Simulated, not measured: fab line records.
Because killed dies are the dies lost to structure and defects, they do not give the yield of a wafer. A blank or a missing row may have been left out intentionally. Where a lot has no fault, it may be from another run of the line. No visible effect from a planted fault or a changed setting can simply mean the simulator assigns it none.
Check for tools in common    flow nandHarc    1 lot, 3 wafers sampled

WHAT PROMPTED THE OPENING
At NHARC_END_SORT_01 the reading killedAtPeriphery is flagged on 1 of 1 lot. Fault-free wafers read 4.1, with a standard deviation of 2.7.
Rule: flag the lot when none of its wafers has a number, or when each of its wafers that has one lies beyond 4 standard deviations from that mean. As for the other lots, they are considered sound.

lot   measured      on         killedAtPeriphery, wafer by wafer  flag
L740  day 28 12:13  prober-02  641 638 621                        FLAGGED
On average the flagged lots read 633.3, which is +629.2 against the usual, or +99 or more standard deviations.

WHICH TOOL EACH LOT WENT THROUGH
3 process steps preceding the reading are held in the record, out of 1302 steps in the route. In each cell: the tool, then ch and the chambers that the sampled wafers went through, then the start.
lot   flag     NHARC_P_ZERO_WELL_DESCUM_54       NHARC_P_STI_ETCH_42               NHARC_P_GATE_EXPOSE_08
L740  FLAGGED  rieDiel-10 ch 0,2,3, day 5 20:05  rieDiel-08 ch 1,2,3, day 6 13:26  krfScanner-03 ch 0, day 8 05:04
What these steps do:
- NHARC_P_ZERO_WELL_DESCUM_54: chemistry O2, time 3 s.
- NHARC_P_STI_ETCH_42: etches the open film in N2/H2, target depth 80 nm, overetch 24 nm, time 61 s.
- NHARC_P_GATE_EXPOSE_08: exposes mask P HV.
- NHARC_END_SORT_01

FLAGGED OVER TOTAL, TOOL BY TOOL (the gauges that took the reading come last)
step                         tool           lots run  flagged  share of the flagged lots  sound lots run after its first flagged lot
NHARC_P_ZERO_WELL_DESCUM_54  rieDiel-10     1         1        all                        0
NHARC_P_STI_ETCH_42          rieDiel-08     1         1        all                        0
NHARC_P_GATE_EXPOSE_08       krfScanner-03  1         1        all                        0
NHARC_END_SORT_01            prober-02      1         1        all                        0

WHAT THE TABLE PERMITS
4 rows of the table ran every flagged lot: rieDiel-10 at NHARC_P_ZERO_WELL_DESCUM_54, rieDiel-08 at NHARC_P_STI_ETCH_42, krfScanner-03 at NHARC_P_GATE_EXPOSE_08, prober-02 at NHARC_END_SORT_01.
- rieDiel-10 at NHARC_P_ZERO_WELL_DESCUM_54: 1 of its 1 lot flagged. It ran no sound lot before its first flagged lot in this sample, so the start can't be narrowed down.
- rieDiel-08 at NHARC_P_STI_ETCH_42: 1 of its 1 lot flagged. It ran no sound lot before its first flagged lot in this sample, so the start can't be narrowed down.
- krfScanner-03 at NHARC_P_GATE_EXPOSE_08: 1 of its 1 lot flagged. It ran no sound lot before its first flagged lot in this sample, so the start can't be narrowed down.
- prober-02 at NHARC_END_SORT_01: 1 of its 1 lot flagged. It ran no sound lot before its first flagged lot in this sample, so the start can't be narrowed down.
These 4 tools cannot be told apart by counting lots, since each of them fits a fault that started at some hour. More lots, or a look at what each step does to the wafer, might.

WHAT HAD BEEN PUT IN BY THE SIMULATOR
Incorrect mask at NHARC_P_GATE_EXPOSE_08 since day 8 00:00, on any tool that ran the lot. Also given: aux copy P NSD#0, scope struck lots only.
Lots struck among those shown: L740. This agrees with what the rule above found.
